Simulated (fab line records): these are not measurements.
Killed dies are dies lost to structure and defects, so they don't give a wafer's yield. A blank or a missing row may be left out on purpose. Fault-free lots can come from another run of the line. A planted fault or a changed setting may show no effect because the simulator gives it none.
Matching of chambers / flow nandHarc / NHARC_A_STAIRCASE_TRIM_187 on rieDiel-07 has 4 sister chambers
The step chemistry O2, time 211.2 s. 20 wafers are shown with their chamber, then 10 later ones without.

## WAFERS WITH THEIR CHAMBER
wafer=L075.2; chamber=1; drypumpMotorCurrentA (A)=5.8; showerheadPlenumPTorr (Torr)=3.49; rfVppV (V)=56.8
wafer=L075.4; chamber=2; drypumpMotorCurrentA (A)=6.2; showerheadPlenumPTorr (Torr)=3.67; rfVppV (V)=56.9
wafer=L075.5; chamber=0; drypumpMotorCurrentA (A)=6.3; showerheadPlenumPTorr (Torr)=3.39; rfVppV (V)=56.9
wafer=L080.3; chamber=1; drypumpMotorCurrentA (A)=5.9; showerheadPlenumPTorr (Torr)=3.48; rfVppV (V)=57.8
wafer=L080.5; chamber=1; drypumpMotorCurrentA (A)=5.9; showerheadPlenumPTorr (Torr)=3.48; rfVppV (V)=56.5
wafer=L080.6; chamber=0; drypumpMotorCurrentA (A)=6.3; showerheadPlenumPTorr (Torr)=3.38; rfVppV (V)=58.1
wafer=L081.1; chamber=2; drypumpMotorCurrentA (A)=6.1; showerheadPlenumPTorr (Torr)=3.66; rfVppV (V)=57.0
wafer=L081.2; chamber=1; drypumpMotorCurrentA (A)=5.9; showerheadPlenumPTorr (Torr)=3.48; rfVppV (V)=57.1
wafer=L081.3; chamber=3; drypumpMotorCurrentA (A)=4.9; showerheadPlenumPTorr (Torr)=3.64; rfVppV (V)=59.1
wafer=L083.2; chamber=0; drypumpMotorCurrentA (A)=6.2; showerheadPlenumPTorr (Torr)=3.38; rfVppV (V)=57.8
wafer=L083.4; chamber=2; drypumpMotorCurrentA (A)=6.1; showerheadPlenumPTorr (Torr)=3.66; rfVppV (V)=58.2
wafer=L083.6; chamber=0; drypumpMotorCurrentA (A)=6.3; showerheadPlenumPTorr (Torr)=3.38; rfVppV (V)=58.3
wafer=L084.2; chamber=1; drypumpMotorCurrentA (A)=5.9; showerheadPlenumPTorr (Torr)=3.47; rfVppV (V)=57.4
wafer=L084.4; chamber=3; drypumpMotorCurrentA (A)=4.9; showerheadPlenumPTorr (Torr)=3.63; rfVppV (V)=57.3
wafer=L084.6; chamber=3; drypumpMotorCurrentA (A)=4.9; showerheadPlenumPTorr (Torr)=3.63; rfVppV (V)=57.5
wafer=L087.2; chamber=1; drypumpMotorCurrentA (A)=5.9; showerheadPlenumPTorr (Torr)=3.47; rfVppV (V)=56.4
wafer=L087.5; chamber=1; drypumpMotorCurrentA (A)=5.9; showerheadPlenumPTorr (Torr)=3.47; rfVppV (V)=57.7
wafer=L087.6; chamber=2; drypumpMotorCurrentA (A)=6.2; showerheadPlenumPTorr (Torr)=3.65; rfVppV (V)=57.0
wafer=L090.3; chamber=3; drypumpMotorCurrentA (A)=4.9; showerheadPlenumPTorr (Torr)=3.62; rfVppV (V)=58.2
wafer=L090.4; chamber=0; drypumpMotorCurrentA (A)=6.3; showerheadPlenumPTorr (Torr)=3.36; rfVppV (V)=56.7

SIGNATURES, as means of the wafers listed above
reading=drypumpMotorCurrentA; chamber 0=6.280; chamber 1=5.886; chamber 2=6.150; chamber 3=4.900; scatter within a chamber=0.0408
reading=showerheadPlenumPTorr; chamber 0=3.3780; chamber 1=3.4771; chamber 2=3.6600; chamber 3=3.6300; scatter within a chamber=0.00874
reading=rfVppV; chamber 0=57.560; chamber 1=57.100; chamber 2=57.275; chamber 3=58.025; scatter within a chamber=0.666
Rule: a wafer lies at a distance from a chamber equal to the root of the sum of squares, over the readings, of (its reading less the chamber's mean, divided by the reading's scatter). The wafer belongs to the nearest chamber; if the next one is less than 2 further off, it can't be placed. The scatter is the square root of a quotient: the sum, over the shown wafers, of each reading's squared deviation from its chamber's mean, divided by wafers minus chambers.

## WAFERS WITHOUT THEIR CHAMBER
wafer=L090.5; drypumpMotorCurrentA (A)=5.0; showerheadPlenumPTorr (Torr)=3.62; rfVppV (V)=58.1
wafer=L091.2; drypumpMotorCurrentA (A)=6.3; showerheadPlenumPTorr (Torr)=3.36; rfVppV (V)=58.3
wafer=L091.3; drypumpMotorCurrentA (A)=4.9; showerheadPlenumPTorr (Torr)=3.62; rfVppV (V)=57.2
wafer=L091.6; drypumpMotorCurrentA (A)=5.9; showerheadPlenumPTorr (Torr)=3.46; rfVppV (V)=56.5
wafer=L096.3; drypumpMotorCurrentA (A)=4.9; showerheadPlenumPTorr (Torr)=3.60; rfVppV (V)=58.0
wafer=L096.5; drypumpMotorCurrentA (A)=5.0; showerheadPlenumPTorr (Torr)=3.60; rfVppV (V)=58.0
wafer=L096.6; drypumpMotorCurrentA (A)=6.2; showerheadPlenumPTorr (Torr)=3.63; rfVppV (V)=59.7
wafer=L097.3; drypumpMotorCurrentA (A)=5.9; showerheadPlenumPTorr (Torr)=3.45; rfVppV (V)=60.0
wafer=L097.4; drypumpMotorCurrentA (A)=5.0; showerheadPlenumPTorr (Torr)=3.60; rfVppV (V)=57.3
wafer=L097.6; drypumpMotorCurrentA (A)=5.0; showerheadPlenumPTorr (Torr)=3.60; rfVppV (V)=57.9

## WHICH CHAMBER EACH ONE RAN IN
wafer=L090.5; from the rows above=3; in truth=3
wafer=L091.2; from the rows above=0; in truth=0
wafer=L091.3; from the rows above=3; in truth=3
wafer=L091.6; from the rows above=1; in truth=1
wafer=L096.3; from the rows above=3; in truth=3
wafer=L096.5; from the rows above=3; in truth=3
wafer=L096.6; from the rows above=2; in truth=2
wafer=L097.3; from the rows above=1; in truth=1
wafer=L097.4; from the rows above=3; in truth=3
wafer=L097.6; from the rows above=3; in truth=3
10 of 10 placed correctly. Not placeable from these rows: 0. Number placed wrongly: 0.
